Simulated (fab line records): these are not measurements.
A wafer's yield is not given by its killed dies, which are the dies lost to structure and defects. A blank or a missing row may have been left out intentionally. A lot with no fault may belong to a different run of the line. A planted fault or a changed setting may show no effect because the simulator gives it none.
fab line records | flow nandHarc
[record] lots = 4 | wafers = 12 | lastDay = 29
route steps=1302 shown A_CHANNEL_HOLE_D1@465 END@1302
lots that met no fault: from a run of the same line without faults
startH: hours from the record's opening day to when the first of the lot's shown wafers began | waitH: hours from the lot's prior step to this one | " same as the row above | L1.1+2: a row that stands for several wafers | - no value, or no start was given | * or withheld: withheld | < > ~ a bound
route shown NAME@n: names a module that has steps shown in the file, with the first one's number in the route | usual: mean/standard deviation taken from wafers without a fault | same: alike in all rows | chamber/n: place in a boat | sites: each site's reading | _std_site: their standard deviation | _edge_site: the outer-site mean with the inner-site mean subtracted | radiusMm: for every site, how far away it sits from the centre of the wafer | mask NAME#n: copy n | behind: the most recent tool/chamber to have shaped the wafer | hold: cause of the lot's hold/its duration in hours/its outcome | device: whichever transistor did not switch (one of n, p or np) | end of line: at the end of the route, the tests of the same wafers | a step given without rows: its recipe and nothing more | killed: dies that structure and defects cost at the first sort, which is not the same as the wafer's yield | map: the dies of a wafer, with x for killed, . for not killed, _ for no die there
set.NAME: the setting that was run; set.NAME@STEP: the one run at that earlier step | model.NAME: the simulator's own value behind a step, which no gauge read
lots seen at some steps along the route; tables by step, rows by wafer
services: the hour from which a tool's chamber was out of use, counted from the record's first day as startH (under 0 if before that day), plus the number of hours and why
[[steps]]
[step NHARC_A_CHANNEL_HOLE_D1_DESCUM_15]
[recipe] timeS = 3 | o2FlowSccm = 200 | arFlowSccm = 0 | biasPowerW = 0 | chemistry = O2
[step NHARC_A_CHANNEL_HOLE_D1_ETCH_38]
[recipe] targetDepthA = 390 | overEtchFrac = 0.3 | timeS = 65 | ionEnergyEv = 80 | cf4FlowSccm = 150 | arFlowSccm = 0 | rfW = 300 | biasW = 100 | chemistry = CF4
[step NHARC_A_CHANNEL_HOLE_D1_ETCH_39]
[recipe] targetDepthA = 2600 | overEtchFrac = 0.3 | timeS = 325 | ionEnergyEv = 200 | n2FlowSccm = 150 | h2FlowSccm = 150 | arFlowSccm = 0 | rfW = 400 | biasW = 150 | chemistry = N2/H2
[step NHARC_A_CHANNEL_HOLE_D1_ETCH_34]
[recipe] targetDepthA = 1540 | timeS = 77 | cf4FlowSccm = 100 | chf3FlowSccm = 30 | arFlowSccm = 0 | rfW = 500 | biasW = 200 | chemistry = CF4/CHF3
[step NHARC_A_CHANNEL_HOLE_D1_ETCH_16]
[recipe] targetDepthA = 31000 | overEtchFrac = 0.3 | timeS = 806 | ionEnergyEv = 150 | o2FlowSccm = 400 | cosFlowSccm = 20 | arFlowSccm = 0 | rfW = 500 | biasW = 300 | chemistry = O2/COS
[step NHARC_A_CHANNEL_HOLE_D1_ETCH_19]
[recipe] biasV = 1200 | sourceW = 2500 | pressureMtorr = 15 | timeS = 34.5 | arFlowSccm = 375 | c4f8FlowSccm = 28.8 | o2FlowSccm = 96.2 | tempC = -20 | targetDepthA = * | chemistry = C4F8/O2/Ar
[step NHARC_A_CHANNEL_HOLE_D1_ETCH_20]
[recipe] biasV = 3000 | sourceW = withheld | pressureMtorr = 20 | timeS = 361.9 | arFlowSccm = 375 | c4f8FlowSccm = 89.3 | o2FlowSccm = 35.7 | tempC = -20 | targetDepthA = 16000 | chemistry = C4F8/O2/Ar
[step NHARC_A_CHANNEL_HOLE_D1_ETCH_21]
[recipe] biasV = 3000 | sourceW = withheld | pressureMtorr = 20 | timeS = 514.3 | arFlowSccm = 375 | c4f8FlowSccm = 89.3 | o2FlowSccm = 35.7 | tempC = -20 | targetDepthA = 16000 | chemistry = C4F8/O2/Ar
[step NHARC_A_CHANNEL_HOLE_D1_ETCH_22]
[recipe] biasV = 3000 | sourceW = withheld | pressureMtorr = 20 | timeS = 666.7 | arFlowSccm = 375 | c4f8FlowSccm = 89.3 | o2FlowSccm = 35.7 | tempC = -20 | targetDepthA = 16000 | chemistry = C4F8/O2/Ar
[step NHARC_A_CHANNEL_HOLE_D1_ETCH_23]
[recipe] biasV = 5000 | sourceW = withheld | pressureMtorr = 20 | timeS = 819 | arFlowSccm = 375 | c4f8FlowSccm = 89.3 | o2FlowSccm = 35.7 | tempC = -20 | targetDepthA = 16000 | chemistry = C4F8/O2/Ar
[step NHARC_A_CHANNEL_HOLE_D1_ETCH_24]
[recipe] biasV = 5000 | sourceW = withheld | pressureMtorr = 20 | timeS = 906.2 | arFlowSccm = 375 | c4f8FlowSccm = 93.8 | o2FlowSccm = 31.2 | tempC = -20 | targetDepthA = 15000 | chemistry = C4F8/O2/Ar
[usual] c4f8FlowSccm = 93.80/0.28 | chamberPressureMTorr = 20.003/0.02 | drypumpMotorCurrentA = 5.43/0.18 | showerheadPlenumPTorr = 3.67/0.082 | throttleValvePct = 32.236/0.0099
lot.wafer | tool       | chamber | startH | waitH | c4f8FlowSccm | chamberPressureMTorr | drypumpMotorCurrentA | showerheadPlenumPTorr | throttleValvePct
L902.3    | harEtch-01 | 0       | 194.20 | 0.6   | 93.32        | 19.981               | 5.70                 | 3.73                  | 32.242
L902.4    | "          | 1       | "      | "     | 93.74        | 20.007               | 5.41                 | 3.64                  | 32.248
L902.6    | "          | 0       | "      | "     | 93.84        | 19.992               | 5.71                 | 3.73                  | 32.257
L912.2    | harEtch-01 | 0       | 292.76 | 0.6   | -            | -                    | -                    | -                     | -
L912.3    | "          | 0       | "      | "     | -            | -                    | -                    | -                     | -
L912.5    | "          | 0       | "      | "     | -            | -                    | -                    | -                     | -
L913.3    | harEtch-01 | 0       | 299.51 | 0.6   | -            | -                    | -                    | -                     | -
L913.4    | "          | 1       | "      | "     | -            | -                    | -                    | -                     | -
L913.5    | "          | 1       | "      | "     | -            | -                    | -                    | -                     | -
L915.3    | harEtch-02 | 1       | 323.65 | 0.6   | 93.94        | 19.968               | 5.25                 | 3.72                  | 32.233
L915.6    | "          | 1       | "      | "     | 93.43        | 19.988               | 5.25                 | 3.72                  | 32.241
L915.5    | "          | 0       | "      | "     | 93.73        | 20.013               | 5.25                 | 3.56                  | 32.231
[step NHARC_A_CHANNEL_HOLE_D1_ETCH_25]
[recipe] biasV = 5000 | sourceW = withheld | pressureMtorr = 20 | timeS = 1040.2 | arFlowSccm = 375 | c4f8FlowSccm = 93.8 | o2FlowSccm = 31.2 | tempC = -20 | targetDepthA = 15000 | chemistry = C4F8/O2/Ar
[step NHARC_A_CHANNEL_HOLE_D1_ETCH_26]
[recipe] biasV = 300 | sourceW = 2000 | pressureMtorr = 30 | timeS = 224.1 | arFlowSccm = 375 | c4f8FlowSccm = 11.4 | o2FlowSccm = 113.6 | tempC = -20 | targetDepthA = 3000 | chemistry = C4F8/O2/Ar
[step NHARC_A_CHANNEL_HOLE_D1_ETCH_33]
[recipe] biasV = 400 | sourceW = 2000 | pressureMtorr = 25 | timeS = 90 | arFlowSccm = 375 | c4f8FlowSccm = 41.7 | o2FlowSccm = 83.3 | tempC = -20 | targetDepthA = 4000 | chemistry = C4F8/O2/Ar
[step NHARC_A_CHANNEL_HOLE_D1_STRIP_41]
[recipe] n2FlowSccm = 150 | h2FlowSccm = 150 | arFlowSccm = 0 | biasW = 0 | chemistry = N2/H2
[step NHARC_A_CHANNEL_HOLE_D1_STRIP_42]
[recipe] cf4FlowSccm = 100 | chf3FlowSccm = 30 | arFlowSccm = 0 | biasW = 0 | chemistry = CF4/CHF3
[step NHARC_A_CHANNEL_HOLE_D1_STRIP_43]
[recipe] o2FlowSccm = 400 | cosFlowSccm = 20 | arFlowSccm = 0 | biasW = 0 | chemistry = O2/COS
[step NHARC_A_CHANNEL_HOLE_D1_ETCH_44]
[recipe] targetDepthA = 1400 | overetchA = 140 | timeS = 77 | ionEnergyEv = 100 | cf4FlowSccm = 80 | o2FlowSccm = 20 | arFlowSccm = 0 | rfW = 300 | biasW = 100 | chemistry = CF4/O2
[usual] biasW = 100.0/0.31 | cf4FlowSccm = 80.01/0.26 | drypumpMotorCurrentA = 5.7/0.47 | oes_ar_750_au = 1.000/0.0041 | oes_o_777_au = 1.000/0.0049 | oesProductAu = 0.998/0.013 | rfVppV = 197.2/1.2 | showerheadPlenumPTorr = 1.31/0.036 | throttleValvePct = 13.398/0.0082
lot.wafer | tool       | chamber | startH | waitH | biasW | cf4FlowSccm | drypumpMotorCurrentA | oes_ar_750_au | oes_o_777_au | oesProductAu | rfHoursCounterH | rfVppV | showerheadPlenumPTorr | throttleValvePct | model.A_CHANNEL_HOLE_D1.cdNm
L902.4    | rieDiel-09 | 2       | 196.56 | 0.1   | 100.0 | 80.30       | 5.7                  | 1.001         | 1.002        | 1.009        | 13              | 199.5  | 1.40                  | 13.400           | 91.63
L902.3    | "          | 3       | "      | "     | 99.9  | 79.91       | 5.9                  | 1.005         | 1.007        | 1.015        | 12              | 197.0  | 1.28                  | 13.398           | 90.15
L902.6    | "          | 0       | "      | "     | 100.3 | 79.75       | 5.2                  | 0.995         | 0.995        | 1.001        | -               | 197.6  | 1.34                  | 13.399           | 90.43
L912.3    | rieDiel-10 | 2       | 295.28 | 0.1   | 99.8  | 80.10       | 5.0                  | 1.006         | 1.005        | 1.013        | 4               | 195.6  | 1.28                  | 13.382           | 104.4
L912.2    | "          | 3       | "      | "     | 100.4 | 79.80       | 6.3                  | 1.000         | 1.003        | 0.992        | 3               | 196.3  | 1.29                  | 13.394           | 2.691
L912.5    | "          | 2       | "      | "     | 99.5  | 79.83       | 4.9                  | 0.994         | 1.004        | 1.010        | -               | 196.6  | 1.28                  | 13.377           | 95.85
L913.4    | rieDiel-10 | 3       | 301.86 | 0.0   | 99.8  | 80.23       | 6.3                  | 1.000         | 0.993        | 0.999        | 3               | 196.5  | 1.29                  | 13.399           | 2.289
L913.3    | "          | 2       | "      | "     | 99.7  | 80.20       | 4.9                  | 1.003         | 0.995        | 1.003        | 5               | 197.1  | 1.28                  | 13.413           | 100.8
L913.5    | "          | 0       | "      | "     | 100.0 | 80.17       | 6.0                  | 0.996         | 1.004        | 0.999        | -               | 198.2  | 1.35                  | 13.395           | 3.489
L915.3    | rieDiel-10 | 0       | 326.02 | 0.1   | 100.2 | 80.06       | 6.1                  | 1.000         | 0.995        | 1.002        | 6               | 196.6  | 1.35                  | 13.407           | 93.58
L915.5    | "          | 3       | "      | "     | 100.2 | 79.85       | 6.3                  | 1.002         | 1.003        | 1.012        | -               | 196.3  | 1.29                  | 13.398           | 93.87
L915.6    | "          | 0       | "      | "     | 99.5  | 79.83       | 6.0                  | 0.997         | 1.004        | 1.007        | -               | 198.2  | 1.35                  | 13.400           | 91.46
[step NHARC_A_CHANNEL_HOLE_D1_STRIP_27]
[recipe] o2FlowSccm = 500 | arFlowSccm = 0 | biasW = 0 | chemistry = O2
[step NHARC_A_CHANNEL_HOLE_D1_PRECLEAN_28]
[recipe] timeS = * | tempC = 50 | bathAgeMin = 0 | chemistry = SC1
[step NHARC_A_CHANNEL_HOLE_D1_SRD_29]
[step NHARC_A_CHANNEL_HOLE_D1_CD_MEAS_30]
[usual] cdNm = 90.9/1.8
lot.wafer | tool     | chamber | startH | waitH | cdNm
L902.3    | cdSem-03 | -       | 197.35 | -     | 90.5
L902.4    | "        | -       | "      | "     | 91.8
L902.6    | "        | -       | "      | "     | 90.1
L912.2    | cdSem-01 | -       | 296.09 | -     | 3.4
L912.3    | "        | -       | "      | "     | 0.2
L912.5    | "        | -       | "      | "     | -1.3
L913.3    | cdSem-03 | -       | 302.67 | -     | 0.0
L913.4    | "        | -       | "      | "     | 2.7
L913.5    | "        | -       | "      | "     | 3.0
L915.3    | cdSem-03 | -       | 326.81 | -     | 92.0
L915.5    | "        | -       | "      | "     | 94.4
L915.6    | "        | -       | "      | "     | 90.9
[step NHARC_A_CHANNEL_HOLE_D1_XSEM_31]
[recipe] landingEnergyEv = 35000
[usual] botCdNm = 75.6/1.8 | bowNm = 8.7/0.35 | tiltDeg = 0.08/0.033
lot.wafer | tool    | chamber | startH | waitH | botCdNm | bowNm | tiltDeg
L902.3    | xsem-02 | 0       | 197.44 | 0.1   | 75.2    | 8.9   | 0.09
L902.4    | "       | 0       | "      | "     | 77.3    | 8.9   | 0.09
L902.6    | "       | 0       | "      | "     | 74.9    | 8.9   | 0.09
L912.2    | xsem-02 | 0       | 296.18 | 0.1   | 3.6     | 0.4   | 0.07
L912.3    | "       | 0       | "      | "     | 0.3     | 0.4   | 0.07
L912.5    | "       | 0       | "      | "     | 0.0     | 0.4   | 0.07
L913.3    | xsem-01 | 0       | 302.76 | 0.1   | 0.3     | 0.0   | 0.10
L913.4    | "       | 0       | "      | "     | 2.5     | 0.0   | 0.10
L913.5    | "       | 0       | "      | "     | 3.0     | 0.0   | 0.10
L915.3    | xsem-02 | 0       | 326.91 | 0.1   | 76.1    | 8.7   | 0.15
L915.5    | "       | 0       | "      | "     | 77.7    | 8.7   | 0.14
L915.6    | "       | 0       | "      | "     | 75.0    | 8.6   | 0.15
[step NHARC_END_SORT_01]
[recipe] tempC = 25
[usual] killedAtArray = 52/18 | killedAtOther = 1.0/1.4 | killedAtPeriphery = 3.1/2.3 | killedDies = 56/17 | killedOpen = 3.0/1.7 | killedShort = 2.5/1.7
[same] grossDies = 677
lot.wafer | tool      | chamber | startH | waitH | killedAtArray | killedAtOther | killedAtPeriphery | killedDies | killedOpen | killedShort
L912.2    | prober-02 | 0       | 677.74 | 2.8   | 667           | 3             | 7                 | 677        | 6          | 4
L912.3    | prober-02 | 0       | 678.54 | 3.1   | 670           | 3             | 4                 | 677        | 5          | 0
L912.5    | prober-02 | 0       | 680.16 | 3.7   | 669           | 3             | 5                 | 677        | 6          | 3
L913.3    | prober-02 | 0       | 686.36 | 3.1   | 676           | 0             | 1                 | 677        | 1          | 3
L913.4    | prober-02 | 0       | 687.15 | 3.4   | 675           | 1             | 1                 | 677        | 5          | 6
L913.5    | prober-02 | 0       | 687.95 | 3.7   | 673           | 3             | 1                 | 677        | 5          | 4
// killed by level:class
L912.2 A_CHANNEL_HOLE_D1:areaEtch=641 A_CHANNEL_HOLE_D1:chamberFilmFlake=7 P_GATE:chamberFilmFlake=3 THIN_TSV:chamberFilmFlake=3 P_CONTACT:chamberFilmFlake=2 A_CHANNEL_FILL_D2:chamberFilmFlake=2 A_STAIRCASE:chamberFilmFlake=2 A_SLIT:chamberFilmFlake=2
L912.3 A_CHANNEL_HOLE_D1:areaEtch=653 A_CHANNEL_HOLE_D1:chamberFilmFlake=5 THIN_TSV:chamberFilmFlake=3 A_WL_FILL:chamberFilmFlake=2 A_CONTACT:chamberFilmFlake=2 P_GATE:geometricParticle:open=1 A_CHANNEL_FILL_D1:geometricParticle:open=1 A_ONON_D2:geometricParticle:open=1
L912.5 A_CHANNEL_HOLE_D1:areaEtch=647 A_CONTACT:chamberFilmFlake=4 A_CHANNEL_HOLE_D1:chamberFilmFlake=3 A_SLIT:chamberFilmFlake=3 THIN_TSV:chamberFilmFlake=3 A_SOURCE_PLATE:geometricParticle:open=2 P_GATE:chamberFilmFlake=2 A_CHANNEL_FILL_D2:chamberFilmFlake=2
L913.3 A_CHANNEL_HOLE_D1:areaEtch=641 A_CHANNEL_HOLE_D2:chamberFilmFlake=17 A_CHANNEL_HOLE_D1:chamberFilmFlake=4 A_CONTACT:chamberFilmFlake=4 A_CHANNEL_HOLE_D1:geometricParticle:short=2 A_STAIRCASE:chamberFilmFlake=2 A_WL_FILL:chamberFilmFlake=2 A_CHANNEL_FILL_D1:geometricParticle:open=1
L913.4 A_CHANNEL_HOLE_D1:areaEtch=630 A_CHANNEL_HOLE_D2:chamberFilmFlake=16 A_CHANNEL_HOLE_D1:chamberFilmFlake=5 A_CHANNEL_FILL_D1:geometricParticle:open=3 A_CHANNEL_FILL_D1:geometricParticle:short=3 A_CONTACT:chamberFilmFlake=3 A_SLIT:chamberFilmFlake=3 A_WL_FILL:chamberFilmFlake=3
L913.5 A_CHANNEL_HOLE_D1:areaEtch=639 A_CHANNEL_HOLE_D2:chamberFilmFlake=15 A_CHANNEL_HOLE_D1:chamberFilmFlake=5 THIN_TSV:chamberFilmFlake=3 A_CHANNEL_HOLE_D1:geometricParticle:open=2 A_CHANNEL_FILL_D1:geometricParticle:open=2 A_SLIT:chamberFilmFlake=2 A_WL_FILL:chamberFilmFlake=2
// map L912.2 (x killed, . not)
____________x____________
_________xxxxxxx_________
_______xxxxxxxxxxx_______
______xxxxxxxxxxxxx______
_____xxxxxxxxxxxxxxx_____
____xxxxxxxxxxxxxxxxx____
____xxxxxxxxxxxxxxxxx____
___xxxxxxxxxxxxxxxxxxx___
___xxxxxxxxxxxxxxxxxxx___
__xxxxxxxxxxxxxxxxxxxxx__
__xxxxxxxxxxxxxxxxxxxxx__
_xxxxxxxxxxxxxxxxxxxxxxx_
_xxxxxxxxxxxxxxxxxxxxxxx_
_xxxxxxxxxxxxxxxxxxxxxxx_
_xxxxxxxxxxxxxxxxxxxxxxx_
_xxxxxxxxxxxxxxxxxxxxxxx_
xxxxxxxxxxxxxxxxxxxxxxxxx
xxxxxxxxxxxxxxxxxxxxxxxxx
xxxxxxxxxxxxxxxxxxxxxxxxx
xxxxxxxxxxxxxxxxxxxxxxxxx
xxxxxxxxxxxxxxxxxxxxxxxxx
_xxxxxxxxxxxxxxxxxxxxxxx_
_xxxxxxxxxxxxxxxxxxxxxxx_
_xxxxxxxxxxxxxxxxxxxxxxx_
_xxxxxxxxxxxxxxxxxxxxxxx_
_xxxxxxxxxxxxxxxxxxxxxxx_
__xxxxxxxxxxxxxxxxxxxxx__
__xxxxxxxxxxxxxxxxxxxxx__
___xxxxxxxxxxxxxxxxxxx___
___xxxxxxxxxxxxxxxxxxx___
____xxxxxxxxxxxxxxxxx____
____xxxxxxxxxxxxxxxxx____
_____xxxxxxxxxxxxxxx_____
______xxxxxxxxxxxxx______
_______xxxxxxxxxxx_______
_________xxxxxxx_________
____________x____________
// map L913.3 (x killed, . not)
____________x____________
_________xxxxxxx_________
_______xxxxxxxxxxx_______
______xxxxxxxxxxxxx______
_____xxxxxxxxxxxxxxx_____
____xxxxxxxxxxxxxxxxx____
____xxxxxxxxxxxxxxxxx____
___xxxxxxxxxxxxxxxxxxx___
___xxxxxxxxxxxxxxxxxxx___
__xxxxxxxxxxxxxxxxxxxxx__
__xxxxxxxxxxxxxxxxxxxxx__
_xxxxxxxxxxxxxxxxxxxxxxx_
_xxxxxxxxxxxxxxxxxxxxxxx_
_xxxxxxxxxxxxxxxxxxxxxxx_
_xxxxxxxxxxxxxxxxxxxxxxx_
_xxxxxxxxxxxxxxxxxxxxxxx_
xxxxxxxxxxxxxxxxxxxxxxxxx
xxxxxxxxxxxxxxxxxxxxxxxxx
xxxxxxxxxxxxxxxxxxxxxxxxx
xxxxxxxxxxxxxxxxxxxxxxxxx
xxxxxxxxxxxxxxxxxxxxxxxxx
_xxxxxxxxxxxxxxxxxxxxxxx_
_xxxxxxxxxxxxxxxxxxxxxxx_
_xxxxxxxxxxxxxxxxxxxxxxx_
_xxxxxxxxxxxxxxxxxxxxxxx_
_xxxxxxxxxxxxxxxxxxxxxxx_
__xxxxxxxxxxxxxxxxxxxxx__
__xxxxxxxxxxxxxxxxxxxxx__
___xxxxxxxxxxxxxxxxxxx___
___xxxxxxxxxxxxxxxxxxx___
____xxxxxxxxxxxxxxxxx____
____xxxxxxxxxxxxxxxxx____
_____xxxxxxxxxxxxxxx_____
______xxxxxxxxxxxxx______
_______xxxxxxxxxxx_______
_________xxxxxxx_________
____________x____________
[[services]]
tool       | chamber | startH | hours | kind
rieDiel-10 | 0       | 172.50 | -     | clean
rieDiel-10 | 1       | 172.50 | -     | clean
rieDiel-10 | 2       | 172.50 | -     | clean
rieDiel-10 | 3       | 172.50 | -     | clean
rieDiel-10 | 0       | 186.44 | 9.7   | repair
rieDiel-10 | 0       | 197.00 | -     | clean
rieDiel-10 | 1       | 197.00 | -     | clean
rieDiel-10 | 2       | 197.00 | -     | clean
rieDiel-10 | 3       | 197.00 | -     | clean
rieDiel-10 | 0       | 204.77 | 7.2   | repair
rieDiel-10 | 1       | 206.47 | 4.1   | repair
rieDiel-10 | 0       | 221.50 | -     | clean
rieDiel-10 | 1       | 221.50 | -     | clean
rieDiel-10 | 2       | 221.50 | -     | clean
rieDiel-10 | 3       | 221.50 | -     | clean
rieDiel-10 | -       | 242.50 | 9.0   | pm
rieDiel-10 | 0       | 242.50 | 9.0   | ventCycle
rieDiel-10 | 1       | 242.50 | 9.0   | ventCycle
rieDiel-10 | 2       | 242.50 | 9.0   | ventCycle
rieDiel-10 | 3       | 242.50 | 9.0   | ventCycle
rieDiel-10 | 0       | 251.50 | -     | clean
rieDiel-10 | 1       | 251.50 | -     | clean
rieDiel-10 | 2       | 251.50 | -     | clean
rieDiel-09 | -       | 322.27 | 9.0   | pm
[[key]]
[firstSign] step = NHARC_A_CHANNEL_HOLE_D1_ETCH_24 | reading = toolRecord | direction = missing
[effect] step = NHARC_A_CHANNEL_HOLE_D1_CD_MEAS_30 | reading = cdNm | direction = down | sigmas = 49 | usual = 90.9 | struck = 1.3 | through = controlLoop
[effect] step = NHARC_A_CHANNEL_HOLE_D1_XSEM_31 | reading = botCdNm | direction = down | sigmas = 41 | usual = 75.6 | struck = 1.6 | through = controlLoop
[effect] step = NHARC_END_SORT_01 | reading = killedDies | direction = up | sigmas = 36 | usual = 56 | struck = 677
[modelEffect] step = NHARC_A_CHANNEL_HOLE_D1_ETCH_44 | value = A_CHANNEL_HOLE_D1.cdNm | without = 90.57 | struck = 51.59
[moreKillsBornAt] NHARC_A_CHANNEL_HOLE_D1_ETCH_24@harEtch-01 = 3851
metAt NHARC_A_CHANNEL_HOLE_D1_ETCH_24
struckWafers L912.2,L912.3,L912.5,L913.3,L913.4,L913.5
laterRowsLeftOut L912.2,L912.3,L912.5,L913.3,L913.4,L913.5
testerLeftOut L912,L913
[loopTrim] step = NHARC_A_CHANNEL_HOLE_D1_EXPOSE_07 | setting = dose | lots = L912,L913
onsetBetween 194.20 292.76
[fault] kind = skippedStepWhole | tool = harEtch-01 | chamber = - | onsetH = 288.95 | steps = NHARC_A_CHANNEL_HOLE_D1_ETCH_24 | scope = struckLotsOnly
// testerLeftOut: of these lots the tester's yield and bins aren't shown, on N5 and GAA mostly nor the transistor test; their killed dies are dies lost to structure and defects alone, not to doping, threshold or leakage, so they don't give the yield
// laterRowsLeftOut: the simulator's readings of these wafers behind a module that went badly wrong aren't trusted and aren't shown, but for the sort
// loopTrim: a control loop set the setting to another value than it would have without faults
